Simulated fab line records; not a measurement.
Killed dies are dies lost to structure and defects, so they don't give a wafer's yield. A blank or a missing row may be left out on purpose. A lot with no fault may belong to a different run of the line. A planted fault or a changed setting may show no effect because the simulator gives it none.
fab line records || flow n5Finfet || part 2 of 2: steps 23 to 34 of 34
record {"lots": 5, "wafers": 15, "lastDay": 18}
route steps=1938 shown BEOL_M9@1448 BEOL_M10@1470
lots that met no fault: from a run of the same line without faults
startH: hours from the record's first day to the start of the lot's first wafer shown || waitH: hours elapsed since this lot's preceding step || " the same as in the row above || L1.1+2: one row covering several wafers at once || - either no value or no given start || * or withheld: withheld || < > ~ a bound
route shown NAME@n: NAME is a module with steps in the file, n the number in the route of the first one || usual: mean/standard deviation taken from wafers without a fault || same: alike in all rows || chamber/n: place in a boat || sites: per-site readings || _std_site: the values' standard deviation || _edge_site: mean of outer sites minus mean of inner sites || radiusMm: for every site, how far away it sits from the centre of the wafer || mask NAME#n: copy n || behind: the last tool/chamber to shape the wafer || hold: cause of the lot's hold/its duration in hours/its outcome || device: names the non-switching transistor (n, p or np) || end of line: tests run on the same wafers once the route is complete || a step without rows: its recipe alone || killed: not the wafer's yield, but the dies lost to structure and defects at the first sort || map: a wafer's dies, x killed, . not, _ none there
set.NAME: the setting the step ran with; set.NAME@STEP: the setting that earlier step ran with || model.NAME: the simulator's own value behind a step, which no gauge read
lots at selected steps of the route; one table per step, one row per wafer
services: a tool's chamber out of use, with start hour (startH, from the record's first day; less than 0 if before it), hours out, and reason
## steps
# step N5_BEOL_M10_ILD_DEP_00
# recipe {"material": "SiCOH_lowk", "targetThkA": 3085.1, "tempC": 300, "precursor": "DEMS/porogen", "pressureTorr": 5, "rfW": 500, "timeS": 58}
# usual {"heaterPowerOuterW": "153/36", "heaterPowerW": "325/58", "showerheadPlenumPTorr": "5.738/0.012", "susceptorTempC": "300.01/0.17", "throttleValvePct": "14.0/0.61"}
{"lot.wafer": "L081.1", "tool": "pecvd-03", "chamber": 1, "startH": 279.00, "waitH": 0.0, "heaterPowerOuterW": 154, "heaterPowerW": 353, "showerheadPlenumPTorr": 5.739, "sinceWetCleanH": 1708, "susceptorTempC": 299.98, "throttleValvePct": 14.7}
{"lot.wafer": "L081.2", "tool": "pecvd-03", "chamber": 0, "startH": 279.00, "waitH": 0.0, "heaterPowerOuterW": 92, "heaterPowerW": 236, "showerheadPlenumPTorr": 5.720, "sinceWetCleanH": 983, "susceptorTempC": 300.06, "throttleValvePct": 13.7}
{"lot.wafer": "L081.3", "tool": "pecvd-03", "chamber": 2, "startH": 279.00, "waitH": 0.0, "heaterPowerOuterW": 136, "heaterPowerW": 311, "showerheadPlenumPTorr": 5.733, "sinceWetCleanH": 229, "susceptorTempC": 300.14, "throttleValvePct": 13.4}
{"lot.wafer": "L080.1", "tool": "pecvd-02", "chamber": 0, "startH": 285.41, "waitH": 0.0, "heaterPowerOuterW": 111, "heaterPowerW": 260, "showerheadPlenumPTorr": 5.722, "sinceWetCleanH": 808, "susceptorTempC": 300.09, "throttleValvePct": 14.3}
{"lot.wafer": "L080.2", "tool": "pecvd-02", "chamber": 2, "startH": 285.41, "waitH": 0.0, "heaterPowerOuterW": 155, "heaterPowerW": 315, "showerheadPlenumPTorr": 5.712, "sinceWetCleanH": 54, "susceptorTempC": 300.03, "throttleValvePct": 13.4}
{"lot.wafer": "L080.6", "tool": "pecvd-02", "chamber": 2, "startH": 285.41, "waitH": 0.0, "heaterPowerOuterW": 161, "heaterPowerW": 339, "showerheadPlenumPTorr": 5.735, "sinceWetCleanH": "-", "susceptorTempC": 299.96, "throttleValvePct": 13.1}
{"lot.wafer": "L085.3", "tool": "pecvd-03", "chamber": 0, "startH": 290.33, "waitH": 0.0, "heaterPowerOuterW": 121, "heaterPowerW": 272, "showerheadPlenumPTorr": 5.726, "sinceWetCleanH": 994, "susceptorTempC": 299.69, "throttleValvePct": 13.9}
{"lot.wafer": "L085.4", "tool": "pecvd-03", "chamber": 2, "startH": 290.33, "waitH": 0.0, "heaterPowerOuterW": 184, "heaterPowerW": 372, "showerheadPlenumPTorr": 5.749, "sinceWetCleanH": "-", "susceptorTempC": 300.06, "throttleValvePct": 13.6}
{"lot.wafer": "L085.5", "tool": "pecvd-03", "chamber": 1, "startH": 290.33, "waitH": 0.0, "heaterPowerOuterW": 198, "heaterPowerW": 412, "showerheadPlenumPTorr": 5.743, "sinceWetCleanH": "-", "susceptorTempC": 300.01, "throttleValvePct": 14.8}
{"lot.wafer": "L089.1", "tool": "pecvd-01", "chamber": 2, "startH": 336.10, "waitH": 0.0, "heaterPowerOuterW": 195, "heaterPowerW": 410, "showerheadPlenumPTorr": 5.726, "sinceWetCleanH": 467, "susceptorTempC": 299.85, "throttleValvePct": 13.8}
{"lot.wafer": "L089.3", "tool": "pecvd-01", "chamber": 0, "startH": 336.10, "waitH": 0.0, "heaterPowerOuterW": 168, "heaterPowerW": 343, "showerheadPlenumPTorr": 5.723, "sinceWetCleanH": 1221, "susceptorTempC": 299.96, "throttleValvePct": 13.3}
{"lot.wafer": "L089.6", "tool": "pecvd-01", "chamber": 1, "startH": 336.10, "waitH": 0.0, "heaterPowerOuterW": 182, "heaterPowerW": 359, "showerheadPlenumPTorr": 5.750, "sinceWetCleanH": "-", "susceptorTempC": 300.09, "throttleValvePct": 15.8}
{"lot.wafer": "L093.3", "tool": "pecvd-02", "chamber": 1, "startH": 382.67, "waitH": 0.0, "heaterPowerOuterW": 133, "heaterPowerW": 255, "showerheadPlenumPTorr": 5.746, "sinceWetCleanH": 1630, "susceptorTempC": 300.02, "throttleValvePct": 13.7}
{"lot.wafer": "L093.5", "tool": "pecvd-02", "chamber": 1, "startH": 382.67, "waitH": 0.0, "heaterPowerOuterW": 141, "heaterPowerW": 266, "showerheadPlenumPTorr": 5.742, "sinceWetCleanH": "-", "susceptorTempC": 299.86, "throttleValvePct": 13.3}
{"lot.wafer": "L093.6", "tool": "pecvd-02", "chamber": 0, "startH": 382.67, "waitH": 0.0, "heaterPowerOuterW": 103, "heaterPowerW": 239, "showerheadPlenumPTorr": 5.717, "sinceWetCleanH": "-", "susceptorTempC": 300.05, "throttleValvePct": 14.4}
# step N5_BEOL_M10_CURE_71
# recipe {"tempC": 385, "timeS": 240, "ambient": "He/Ar", "material": "SiCOH_lowk"}
# usual {"lampPowerPct": "52.31/0.047", "wafer_temp_C_max": "386.6/0.5"}
{"lot.wafer": "L081.1", "tool": "uvCure-02", "chamber": 0, "startH": 279.08, "waitH": 0.0, "lampPowerPct": 52.31, "wafer_temp_C_max": 386.4}
{"lot.wafer": "L081.2", "tool": "uvCure-02", "chamber": 0, "startH": 279.08, "waitH": 0.0, "lampPowerPct": 52.36, "wafer_temp_C_max": 386.9}
{"lot.wafer": "L081.3", "tool": "uvCure-02", "chamber": 0, "startH": 279.08, "waitH": 0.0, "lampPowerPct": 52.32, "wafer_temp_C_max": 387.0}
{"lot.wafer": "L080.1", "tool": "uvCure-02", "chamber": 2, "startH": 285.49, "waitH": 0.0, "lampPowerPct": 52.37, "wafer_temp_C_max": 386.8}
{"lot.wafer": "L080.2", "tool": "uvCure-02", "chamber": 2, "startH": 285.49, "waitH": 0.0, "lampPowerPct": 52.27, "wafer_temp_C_max": 387.2}
{"lot.wafer": "L080.6", "tool": "uvCure-02", "chamber": 2, "startH": 285.49, "waitH": 0.0, "lampPowerPct": 52.34, "wafer_temp_C_max": 386.9}
{"lot.wafer": "L085.3", "tool": "uvCure-03", "chamber": 2, "startH": 290.57, "waitH": 0.2, "lampPowerPct": 52.37, "wafer_temp_C_max": 385.9}
{"lot.wafer": "L085.4", "tool": "uvCure-03", "chamber": 2, "startH": 290.57, "waitH": 0.2, "lampPowerPct": 52.37, "wafer_temp_C_max": 386.1}
{"lot.wafer": "L085.5", "tool": "uvCure-03", "chamber": 2, "startH": 290.57, "waitH": 0.2, "lampPowerPct": 52.39, "wafer_temp_C_max": 386.3}
{"lot.wafer": "L089.1", "tool": "uvCure-03", "chamber": 1, "startH": 336.18, "waitH": 0.0, "lampPowerPct": 52.32, "wafer_temp_C_max": 386.9}
{"lot.wafer": "L089.3", "tool": "uvCure-03", "chamber": 1, "startH": 336.18, "waitH": 0.0, "lampPowerPct": 52.36, "wafer_temp_C_max": 386.8}
{"lot.wafer": "L089.6", "tool": "uvCure-03", "chamber": 1, "startH": 336.18, "waitH": 0.0, "lampPowerPct": 52.27, "wafer_temp_C_max": 387.0}
{"lot.wafer": "L093.3", "tool": "uvCure-01", "chamber": 1, "startH": 382.91, "waitH": 0.2, "lampPowerPct": 52.32, "wafer_temp_C_max": 386.3}
{"lot.wafer": "L093.5", "tool": "uvCure-01", "chamber": 1, "startH": 382.91, "waitH": 0.2, "lampPowerPct": 52.37, "wafer_temp_C_max": 386.6}
{"lot.wafer": "L093.6", "tool": "uvCure-01", "chamber": 1, "startH": 382.91, "waitH": 0.2, "lampPowerPct": 52.29, "wafer_temp_C_max": 386.2}
# step N5_BEOL_M10_THK_MEAS_01
# recipe {"reads": "SiCOH_lowk_of_BEOL_M10_ILD_DEP_00"}
# usual {"M10_ILD_THK": "267/3.2"}
{"lot.wafer": "L081.1", "tool": "filmMetro-01", "chamber": "-", "startH": 279.59, "waitH": 0.4, "M10_ILD_THK[nm]": 265}
{"lot.wafer": "L081.2", "tool": "filmMetro-01", "chamber": "-", "startH": 279.59, "waitH": 0.4, "M10_ILD_THK[nm]": 263}
{"lot.wafer": "L081.3", "tool": "filmMetro-01", "chamber": "-", "startH": 279.59, "waitH": 0.4, "M10_ILD_THK[nm]": 269}
{"lot.wafer": "L080.1", "tool": "filmMetro-01", "chamber": "-", "startH": 286.00, "waitH": 0.4, "M10_ILD_THK[nm]": 264}
{"lot.wafer": "L080.2", "tool": "filmMetro-01", "chamber": "-", "startH": 286.00, "waitH": 0.4, "M10_ILD_THK[nm]": 264}
{"lot.wafer": "L080.6", "tool": "filmMetro-01", "chamber": "-", "startH": 286.00, "waitH": 0.4, "M10_ILD_THK[nm]": 268}
{"lot.wafer": "L085.3", "tool": "filmMetro-01", "chamber": "-", "startH": 290.93, "waitH": 0.3, "M10_ILD_THK[nm]": 268}
{"lot.wafer": "L085.4", "tool": "filmMetro-01", "chamber": "-", "startH": 290.93, "waitH": 0.3, "M10_ILD_THK[nm]": 270}
{"lot.wafer": "L085.5", "tool": "filmMetro-01", "chamber": "-", "startH": 290.93, "waitH": 0.3, "M10_ILD_THK[nm]": 269}
{"lot.wafer": "L089.1", "tool": "filmMetro-02", "chamber": "-", "startH": 336.69, "waitH": 0.4, "M10_ILD_THK[nm]": 256}
{"lot.wafer": "L089.3", "tool": "filmMetro-02", "chamber": "-", "startH": 336.69, "waitH": 0.4, "M10_ILD_THK[nm]": 260}
{"lot.wafer": "L089.6", "tool": "filmMetro-02", "chamber": "-", "startH": 336.69, "waitH": 0.4, "M10_ILD_THK[nm]": 269}
{"lot.wafer": "L093.3", "tool": "filmMetro-02", "chamber": "-", "startH": 383.26, "waitH": 0.3, "M10_ILD_THK[nm]": 262}
{"lot.wafer": "L093.5", "tool": "filmMetro-02", "chamber": "-", "startH": 383.26, "waitH": 0.3, "M10_ILD_THK[nm]": 269}
{"lot.wafer": "L093.6", "tool": "filmMetro-02", "chamber": "-", "startH": 383.26, "waitH": 0.3, "M10_ILD_THK[nm]": 272}
# step N5_BEOL_M10_PECVD_70
# recipe {"material": "SiO2", "targetThkA": 200, "tempC": 400, "precursor": "TEOS/O2", "pressureTorr": 5.5, "rfW": 450, "teosFlowSccm": 53.8, "gas": "O2", "flowSccm": 3000, "timeS": 22.7}
# usual {"heaterPowerOuterW": "449/63", "heaterPowerW": "746/100", "showerheadPlenumPTorr": "8.77/0.035", "susceptorTempC": "399.97/0.22", "throttleValvePct": "22.6/1.1"}
{"lot.wafer": "L081.1", "tool": "pecvd-02", "chamber": 1, "startH": 279.63, "waitH": 0.0, "heaterPowerOuterW": 419, "heaterPowerW": 641, "showerheadPlenumPTorr": 8.80, "sinceWetCleanH": 1527, "susceptorTempC": 399.58, "throttleValvePct": 21.8}
{"lot.wafer": "L081.2", "tool": "pecvd-02", "chamber": 2, "startH": 279.63, "waitH": 0.0, "heaterPowerOuterW": 488, "heaterPowerW": 804, "showerheadPlenumPTorr": 8.72, "sinceWetCleanH": 48, "susceptorTempC": 400.11, "throttleValvePct": 21.7}
{"lot.wafer": "L081.3", "tool": "pecvd-02", "chamber": 0, "startH": 279.63, "waitH": 0.0, "heaterPowerOuterW": 333, "heaterPowerW": 560, "showerheadPlenumPTorr": 8.72, "sinceWetCleanH": 802, "susceptorTempC": 399.84, "throttleValvePct": 22.9}
{"lot.wafer": "L080.1", "tool": "pecvd-02", "chamber": 2, "startH": 286.04, "waitH": 0.0, "heaterPowerOuterW": 520, "heaterPowerW": 880, "showerheadPlenumPTorr": 8.73, "sinceWetCleanH": 55, "susceptorTempC": 399.86, "throttleValvePct": 21.2}
{"lot.wafer": "L080.2", "tool": "pecvd-02", "chamber": 1, "startH": 286.04, "waitH": 0.0, "heaterPowerOuterW": 393, "heaterPowerW": 605, "showerheadPlenumPTorr": 8.79, "sinceWetCleanH": 1534, "susceptorTempC": 400.03, "throttleValvePct": 21.9}
{"lot.wafer": "L080.6", "tool": "pecvd-02", "chamber": 2, "startH": 286.04, "waitH": 0.0, "heaterPowerOuterW": 529, "heaterPowerW": 860, "showerheadPlenumPTorr": 8.72, "sinceWetCleanH": "-", "susceptorTempC": 399.84, "throttleValvePct": 21.6}
{"lot.wafer": "L085.3", "tool": "pecvd-02", "chamber": 0, "startH": 290.97, "waitH": 0.0, "heaterPowerOuterW": 338, "heaterPowerW": 593, "showerheadPlenumPTorr": 8.75, "sinceWetCleanH": 814, "susceptorTempC": 399.93, "throttleValvePct": 22.9}
{"lot.wafer": "L085.4", "tool": "pecvd-02", "chamber": 2, "startH": 290.97, "waitH": 0.0, "heaterPowerOuterW": 438, "heaterPowerW": 748, "showerheadPlenumPTorr": 8.72, "sinceWetCleanH": "-", "susceptorTempC": 399.99, "throttleValvePct": 21.7}
{"lot.wafer": "L085.5", "tool": "pecvd-02", "chamber": 0, "startH": 290.97, "waitH": 0.0, "heaterPowerOuterW": 351, "heaterPowerW": 602, "showerheadPlenumPTorr": 8.75, "sinceWetCleanH": "-", "susceptorTempC": 399.96, "throttleValvePct": 23.1}
{"lot.wafer": "L089.1", "tool": "pecvd-01", "chamber": 1, "startH": 336.72, "waitH": 0.0, "heaterPowerOuterW": 488, "heaterPowerW": 803, "showerheadPlenumPTorr": 8.84, "sinceWetCleanH": 1947, "susceptorTempC": 400.36, "throttleValvePct": 25.2}
{"lot.wafer": "L089.3", "tool": "pecvd-01", "chamber": 0, "startH": 336.72, "waitH": 0.0, "heaterPowerOuterW": 515, "heaterPowerW": 815, "showerheadPlenumPTorr": 8.75, "sinceWetCleanH": 1222, "susceptorTempC": 399.44, "throttleValvePct": 21.8}
{"lot.wafer": "L089.6", "tool": "pecvd-01", "chamber": 2, "startH": 336.72, "waitH": 0.0, "heaterPowerOuterW": 445, "heaterPowerW": 834, "showerheadPlenumPTorr": 8.78, "sinceWetCleanH": "-", "susceptorTempC": 400.15, "throttleValvePct": 22.3}
{"lot.wafer": "L093.3", "tool": "pecvd-01", "chamber": 1, "startH": 383.30, "waitH": 0.0, "heaterPowerOuterW": 460, "heaterPowerW": 777, "showerheadPlenumPTorr": 8.85, "sinceWetCleanH": 1993, "susceptorTempC": 399.66, "throttleValvePct": 25.3}
{"lot.wafer": "L093.5", "tool": "pecvd-01", "chamber": 2, "startH": 383.30, "waitH": 0.0, "heaterPowerOuterW": 451, "heaterPowerW": 818, "showerheadPlenumPTorr": 8.79, "sinceWetCleanH": "-", "susceptorTempC": 399.99, "throttleValvePct": 22.3}
{"lot.wafer": "L093.6", "tool": "pecvd-01", "chamber": 0, "startH": 383.30, "waitH": 0.0, "heaterPowerOuterW": 514, "heaterPowerW": 825, "showerheadPlenumPTorr": 8.76, "sinceWetCleanH": "-", "susceptorTempC": 400.08, "throttleValvePct": 21.4}
# step N5_BEOL_M10_HM_DEP_02
# recipe {"material": "TiN", "targetThkA": 200, "tempC": 25, "chamberPressurePa": 0.49996}
# usual {"susceptorTempC": "25.02/0.13", "throttleValvePct": "29.3/1.2"}
{"lot.wafer": "L081.1", "tool": "pvdSputter-02", "chamber": "-", "startH": 281.67, "waitH": 2.0, "susceptorTempC": 24.96, "throttleValvePct": 28.7}
{"lot.wafer": "L081.2", "tool": "pvdSputter-02", "chamber": "-", "startH": 281.67, "waitH": 2.0, "susceptorTempC": 25.11, "throttleValvePct": 26.7}
{"lot.wafer": "L081.3", "tool": "pvdSputter-02", "chamber": "-", "startH": 281.67, "waitH": 2.0, "susceptorTempC": 25.08, "throttleValvePct": 30.6}
{"lot.wafer": "L080.1", "tool": "pvdSputter-01", "chamber": "-", "startH": 287.58, "waitH": 1.5, "susceptorTempC": 25.01, "throttleValvePct": 28.8}
{"lot.wafer": "L080.2", "tool": "pvdSputter-01", "chamber": "-", "startH": 287.58, "waitH": 1.5, "susceptorTempC": 24.84, "throttleValvePct": 30.0}
{"lot.wafer": "L080.6", "tool": "pvdSputter-01", "chamber": "-", "startH": 287.58, "waitH": 1.5, "susceptorTempC": 25.06, "throttleValvePct": 28.9}
{"lot.wafer": "L085.3", "tool": "pvdSputter-03", "chamber": "-", "startH": 291.57, "waitH": 0.6, "susceptorTempC": 25.08, "throttleValvePct": 30.1}
{"lot.wafer": "L085.4", "tool": "pvdSputter-03", "chamber": "-", "startH": 291.57, "waitH": 0.6, "susceptorTempC": 24.93, "throttleValvePct": 29.4}
{"lot.wafer": "L085.5", "tool": "pvdSputter-03", "chamber": "-", "startH": 291.57, "waitH": 0.6, "susceptorTempC": 25.05, "throttleValvePct": 29.0}
{"lot.wafer": "L089.1", "tool": "pvdSputter-01", "chamber": "-", "startH": 337.04, "waitH": 0.3, "susceptorTempC": 24.90, "throttleValvePct": 30.4}
{"lot.wafer": "L089.3", "tool": "pvdSputter-01", "chamber": "-", "startH": 337.04, "waitH": 0.3, "susceptorTempC": 24.91, "throttleValvePct": 30.0}
{"lot.wafer": "L089.6", "tool": "pvdSputter-01", "chamber": "-", "startH": 337.04, "waitH": 0.3, "susceptorTempC": 25.07, "throttleValvePct": 30.2}
{"lot.wafer": "L093.3", "tool": "pvdSputter-02", "chamber": "-", "startH": 385.50, "waitH": 2.2, "susceptorTempC": 24.97, "throttleValvePct": 30.7}
{"lot.wafer": "L093.5", "tool": "pvdSputter-02", "chamber": "-", "startH": 385.50, "waitH": 2.2, "susceptorTempC": 25.13, "throttleValvePct": 26.9}
{"lot.wafer": "L093.6", "tool": "pvdSputter-02", "chamber": "-", "startH": 385.50, "waitH": 2.2, "susceptorTempC": 25.03, "throttleValvePct": 30.6}
# step N5_BEOL_M10_COAT_59
# recipe {"resist": "SOC", "tempC": 250, "timeS": 60, "spinRpm": 1500, "resistThkNm": 100}
{"lot.wafer": "L081.1+2+3", "tool": "lithoTrack-03", "chamber": 0, "startH": 281.80, "waitH": 0.1}
{"lot.wafer": "L080.1+2+6", "tool": "lithoTrack-01", "chamber": 0, "startH": 287.71, "waitH": 0.1}
{"lot.wafer": "L085.3+4+5", "tool": "lithoTrack-03", "chamber": 0, "startH": 291.70, "waitH": 0.1}
{"lot.wafer": "L089.1+3+6", "tool": "lithoTrack-01", "chamber": 0, "startH": 337.16, "waitH": 0.1}
{"lot.wafer": "L093.3+5+6", "tool": "lithoTrack-03", "chamber": 0, "startH": 385.62, "waitH": 0.1}
# step N5_BEOL_M10_COAT_60
# recipe {"resist": "SiARC", "tempC": 220, "timeS": 60, "spinRpm": 1500, "resistThkNm": 30}
{"lot.wafer": "L081.1+2+3", "tool": "lithoTrack-03", "chamber": 0, "startH": "-", "waitH": "-"}
{"lot.wafer": "L080.1+2+6", "tool": "lithoTrack-01", "chamber": 0, "startH": "-", "waitH": "-"}
{"lot.wafer": "L085.3+4+5", "tool": "lithoTrack-03", "chamber": 0, "startH": "-", "waitH": "-"}
{"lot.wafer": "L089.1+3+6", "tool": "lithoTrack-01", "chamber": 0, "startH": "-", "waitH": "-"}
{"lot.wafer": "L093.3+5+6", "tool": "lithoTrack-03", "chamber": 0, "startH": "-", "waitH": "-"}
# step N5_BEOL_M10_COAT_05
# recipe {"resist": "CAR-ArF", "spinRpm": 1500, "resistThkNm": 90}
{"lot.wafer": "L081.1+2+3", "tool": "lithoTrack-03", "chamber": 0, "startH": "-", "waitH": "-"}
{"lot.wafer": "L080.1+2+6", "tool": "lithoTrack-01", "chamber": 0, "startH": "-", "waitH": "-"}
{"lot.wafer": "L085.3+4+5", "tool": "lithoTrack-03", "chamber": 0, "startH": "-", "waitH": "-"}
{"lot.wafer": "L089.1+3+6", "tool": "lithoTrack-01", "chamber": 0, "startH": "-", "waitH": "-"}
{"lot.wafer": "L093.3+5+6", "tool": "lithoTrack-03", "chamber": 0, "startH": "-", "waitH": "-"}
# step N5_BEOL_M10_EBR_07
# recipe {"solvent": "PGMEA", "ebrWidthMm": 1.5}
{"lot.wafer": "L081.1+2+3", "tool": "lithoTrack-03", "chamber": 0, "startH": "-", "waitH": "-"}
{"lot.wafer": "L080.1+2+6", "tool": "lithoTrack-01", "chamber": 0, "startH": "-", "waitH": "-"}
{"lot.wafer": "L085.3+4+5", "tool": "lithoTrack-03", "chamber": 0, "startH": "-", "waitH": "-"}
{"lot.wafer": "L089.1+3+6", "tool": "lithoTrack-01", "chamber": 0, "startH": "-", "waitH": "-"}
{"lot.wafer": "L093.3+5+6", "tool": "lithoTrack-03", "chamber": 0, "startH": "-", "waitH": "-"}
# step N5_BEOL_M10_SOFTBAKE_06
# recipe {"tempC": 110, "timeS": 60, "resist": "CAR-ArF"}
{"lot.wafer": "L081.1+2+3", "tool": "lithoTrack-03", "chamber": 0, "startH": "-", "waitH": "-"}
{"lot.wafer": "L080.1+2+6", "tool": "lithoTrack-01", "chamber": 0, "startH": "-", "waitH": "-"}
{"lot.wafer": "L085.3+4+5", "tool": "lithoTrack-03", "chamber": 0, "startH": "-", "waitH": "-"}
{"lot.wafer": "L089.1+3+6", "tool": "lithoTrack-01", "chamber": 0, "startH": "-", "waitH": "-"}
{"lot.wafer": "L093.3+5+6", "tool": "lithoTrack-03", "chamber": 0, "startH": "-", "waitH": "-"}
# step N5_BEOL_M10_EXPOSE_08
# recipe {"maskId": "M10", "na": 1.35, "sourceShape": "dipole", "sigmaInner": 0.411, "sigmaOuter": 0.611, "polarization": "te", "doseMj": 53.75}
# same {"na": 1.35, "sigmaOuter": 0.611}
{"lot.wafer": "L081.1+2+3", "tool": "arfiScanner-02", "chamber": 0, "startH": 282.04, "waitH": "-", "mask": "M10#0"}
{"lot.wafer": "L080.1+2+6", "tool": "arfiScanner-03", "chamber": 0, "startH": 287.95, "waitH": "-", "mask": "M10#0"}
{"lot.wafer": "L085.3+4+5", "tool": "arfiScanner-02", "chamber": 0, "startH": 291.95, "waitH": "-", "mask": "M10#0"}
{"lot.wafer": "L089.1+3+6", "tool": "arfiScanner-02", "chamber": 0, "startH": 337.41, "waitH": "-", "mask": "M10#0"}
{"lot.wafer": "L093.3+5+6", "tool": "arfiScanner-03", "chamber": 0, "startH": 385.88, "waitH": "-", "mask": "M10#0"}
# step N5_BEOL_M10_PEB_09
# recipe {"pebTempC": "withheld", "pebTimeS": 60, "resist": "CAR-ArF"}
# same {"pebTimeS": 60}
{"lot.wafer": "L081.1+2+3", "tool": "lithoTrack-05", "chamber": 0, "startH": 282.10, "waitH": 0.1}
{"lot.wafer": "L080.1+2+6", "tool": "lithoTrack-05", "chamber": 0, "startH": 288.01, "waitH": 0.1}
{"lot.wafer": "L085.3+4+5", "tool": "lithoTrack-05", "chamber": 0, "startH": 292.00, "waitH": 0.0}
{"lot.wafer": "L089.1+3+6", "tool": "lithoTrack-01", "chamber": 0, "startH": 337.47, "waitH": 0.1}
{"lot.wafer": "L093.3+5+6", "tool": "lithoTrack-03", "chamber": 0, "startH": 385.93, "waitH": 0.0}
## services
{"tool": "cmp-04", "chamber": "-", "startH": 263.49, "hours": 6.0, "kind": "pm"}
{"tool": "uvCure-03", "chamber": "-", "startH": 270.70, "hours": 6.0, "kind": "pm"}
{"tool": "aldMetal-03", "chamber": "-", "startH": 272.09, "hours": 0.4, "kind": "repair"}
{"tool": "wetBench-04", "chamber": "-", "startH": 273.43, "hours": 4.0, "kind": "repair"}
{"tool": "pecvd-01", "chamber": 1, "startH": 276.42, "hours": 5.0, "kind": "repair"}
{"tool": "uvCure-03", "chamber": "-", "startH": 277.73, "hours": 9.2, "kind": "repair"}
{"tool": "pecvd-03", "chamber": 2, "startH": 282.52, "hours": 4.5, "kind": "repair"}
{"tool": "pecvd-03", "chamber": "-", "startH": 284.37, "hours": 1.2, "kind": "repair"}
{"tool": "arfiScanner-02", "chamber": "-", "startH": 313.83, "hours": 2.7, "kind": "repair"}
{"tool": "arfiScanner-02", "chamber": "-", "startH": 319.21, "hours": 1.0, "kind": "pm"}
{"tool": "aldMetal-03", "chamber": 3, "startH": 325.61, "hours": 6.2, "kind": "repair"}
{"tool": "cvdCo-02", "chamber": "-", "startH": 331.18, "hours": 1.1, "kind": "repair"}
{"tool": "wetBench-04", "chamber": "-", "startH": 334.87, "hours": 4.4, "kind": "pm"}
{"tool": "arfiScanner-02", "chamber": "-", "startH": 348.49, "hours": 1.0, "kind": "pm"}
{"tool": "pecvd-01", "chamber": "-", "startH": 350.02, "hours": 2.8, "kind": "repair"}
{"tool": "uvCure-02", "chamber": "-", "startH": 358.39, "hours": 5.2, "kind": "repair"}
{"tool": "arfiScanner-02", "chamber": "-", "startH": 359.33, "hours": 1.3, "kind": "pm"}
{"tool": "aldMetal-03", "chamber": 2, "startH": 368.05, "hours": 7.5, "kind": "repair"}
{"tool": "pvdSputter-01", "chamber": "-", "startH": 370.77, "hours": 4.7, "kind": "repair"}
{"tool": "arfiScanner-02", "chamber": "-", "startH": 370.94, "hours": 1.9, "kind": "repair"}
{"tool": "aldMetal-03", "chamber": "-", "startH": 372.22, "hours": 1.8, "kind": "repair"}
{"tool": "arfiScanner-02", "chamber": "-", "startH": 374.42, "hours": 0.8, "kind": "pm"}
{"tool": "arfiScanner-02", "chamber": "-", "startH": 377.27, "hours": 0.7, "kind": "repair"}
{"tool": "uvCure-02", "chamber": "-", "startH": 384.53, "hours": 23.9, "kind": "repair"}
